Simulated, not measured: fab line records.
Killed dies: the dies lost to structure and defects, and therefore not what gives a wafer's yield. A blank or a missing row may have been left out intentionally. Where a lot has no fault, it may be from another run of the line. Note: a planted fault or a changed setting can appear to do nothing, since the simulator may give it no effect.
Split-lot trial	flow n5-finfet	21 wafers read from 7 lots, route of 1938 steps

== ABOUT THE SPLIT ==
At N5_PMOS_HMC_CHANNEL_EPI_PEB_07 (peb time 60 s), the setting peb-time-s was moved away from the recipe's 60 s on 6 of the 21 wafers read, by -13.2% to +15.8%. This setting was run at the recipe's value on the other wafers.

== SPLIT TO READING: what lies between them in the file, 1 step ==
- N5_PMOS_HMC_CHANNEL_EPI_DEVELOP_08: develop time 30 s

== THE READING ==
cd-nm at N5_PMOS_HMC_CHANNEL_EPI_CD_MEAS_09, given in nm (cd target 237.4 nm). Typical for fault-free wafers on this fab line: 237.3 nm, with standard deviation 0.98 nm.

wafer	tool, chamber at the split	peb-time-s as run, s	against the recipe	cd-nm, nm	against lot-mates on the recipe
L074.1	litho-track-05, 0	60	recipe	237.2	-
L074.4	litho-track-05, 0	60	recipe	237.5	-
L074.5	litho-track-05, 0	60	recipe	237.2	-
L079.3	litho-track-05, 0	60	recipe	237.3	-
L079.4	litho-track-05, 0	52.06	-13.2%	232.4	-5.2
L079.5	litho-track-05, 0	60	recipe	237.8	-
L080.1	litho-track-05, 0	69.49	+15.8%	241.9	+6.0
L080.3	litho-track-05, 0	60	recipe	235.8	-
L080.5	litho-track-05, 0	60	recipe	236.0	-
L082.2	litho-track-02, 0	60	recipe	238.1	-
L082.4	litho-track-02, 0	60	recipe	237.7	-
L082.6	litho-track-02, 0	54.5	-9.2%	234.6	-3.3
L083.2	litho-track-05, 0	66.07	+10.1%	242.1	+3.3
L083.4	litho-track-05, 0	60	recipe	239.2	-
L083.6	litho-track-05, 0	60	recipe	238.4	-
L088.2	litho-track-05, 0	65.63	+9.4%	241.2	+3.8
L088.3	litho-track-05, 0	60	recipe	237.4	-
L088.4	litho-track-05, 0	65.63	+9.4%	242.1	+4.7
L095.2	litho-track-05, 0	60	recipe	236.5	-
L095.3	litho-track-05, 0	60	recipe	235.7	-
L095.6	litho-track-05, 0	60	recipe	237.1	-

THE FIT
A straight line over all 21 wafers: cd-nm changes by +0.369 nm for each +1% of peb-time-s; r = +0.92; the points scatter about the line by 0.98 nm.
The same after taking each lot's own level away (the mean of its wafers on the recipe; 21 wafers): +0.388 nm for each +1%; r = +0.99; scatter 0.41 nm.
The reading moves by 6.1 nm for the largest change in peb-time-s, on that fit.
Across the lots, their own levels run from 235.90 to 238.80 nm, a range of 3.0 times the standard deviation given above.
So the lot-to-lot level changes the slope little: the two slopes agree.
Check: with one of the wafers moved furthest among these (+15.8%) left out of the fit, the line predicts +6.26 nm for it against its lot-mates. It came out at +6 nm against them.

== OTHER SPLITS APPLIED TO THESE WAFERS ==
These wafers also went through other splits before the reading. Each is held against what the fit with the lots' levels taken away leaves over:
other split on the same wafers	wafers away from the commonest value	r with cd-nm (lot level and that fit taken away)
N5_WELL_APT_PEB_06 peb-time-s	6	-0.12

== THE WHOLE CHAIN: every reading that the file lists as answering this split, in the file's order ==
step	what it does	reading	change (the file's fit)	r (the file's)
N5_PMOS_HMC_CHANNEL_EPI_CD_MEAS_09	target cd 237.4 nm	cd-nm	+0.383 nm for each +1% of the setting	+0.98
N5_PMOS_HMC_CHANNEL_EPI_DESCUM_14	chemistry O2, time 7.9 s	PMOS_HMC_CHANNEL_EPI.cd-nm (the simulator's own value, which no gauge read)	+0.384 nm for each +1% of the setting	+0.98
N5_PMOS_HMC_CHANNEL_EPI_ETCH_32	etches BARC in N2/H2, stops on SiO2, target depth 85.8 nm, time 50.3 s	PMOS_HMC_CHANNEL_EPI.cd-nm (the simulator's own value, which no gauge read)	+0.409 nm for each +1% of the setting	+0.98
N5_PMOS_HMC_CHANNEL_EPI_FIN_RECESS_16	chemistry HBr/Cl2, target Si, target depth 54 nm, time 18 s	PMOS_HMC_CHANNEL_EPI.cd-nm (the simulator's own value, which no gauge read)	+0.402 nm for each +1% of the setting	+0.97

== THE FILE'S OWN FIT ==
cd-nm changes by +0.383 nm for each +1% of peb-time-s, r = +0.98.
